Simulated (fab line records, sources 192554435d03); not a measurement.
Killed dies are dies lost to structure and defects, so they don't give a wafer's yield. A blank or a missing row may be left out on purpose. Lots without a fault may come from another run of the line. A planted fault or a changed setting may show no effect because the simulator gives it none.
Chamber matching | flow n5_finfet | N5_BEOL_M14_DESCUM_15 on rie_diel-04: 4 sister chambers
The step chemistry O2, time 7.9 s. 4 wafers are shown with their chamber, then 8 later ones without.

WAFERS WITH THEIR CHAMBER
wafer  | chamber | showerhead_plenum_p_Torr (Torr)
L076.1 | 2       | 2.04
L081.4 | 3       | 2.00
L081.5 | 1       | 2.15
L088.1 | 0       | 2.16

WAFERS WITHOUT THEIR CHAMBER
wafer  | showerhead_plenum_p_Torr (Torr)
L088.4 | 2.15
L088.5 | 1.99
L091.1 | 2.02
L091.4 | 2.15
L091.5 | 2.15
L095.3 | 2.14
L095.5 | 2.14
L095.6 | 2.15

WHICH CHAMBER EACH WENT THROUGH
wafer  | from the rows above     | in truth
L088.4 | can't be placed: 1 or 0 | 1
L088.5 | 3                       | 3
L091.1 | can't be placed: 2 or 3 | 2
L091.4 | can't be placed: 1 or 0 | 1
L091.5 | can't be placed: 1 or 0 | 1
L095.3 | can't be placed: 1 or 0 | 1
L095.5 | can't be placed: 1 or 0 | 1
L095.6 | can't be placed: 1 or 0 | 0
Placed correctly: 1 of 8. Can't be placed from these rows: 7 (the true chamber is among the candidates in 7). Placed wrongly: 0.
How it was worked out, from the rows above alone: a wafer's distance from a chamber is the root of the sum, over the readings, of the square of ((its reading less the chamber's mean) divided by the reading's scatter). The wafer belongs to the nearest chamber; if the next one is less than 2 further off, it can't be placed. A chamber's mean is the mean of its shown wafers. The scatter: with one shown wafer a chamber, the root of the mean of the squares of how far each hidden wafer lies from its nearest shown one.
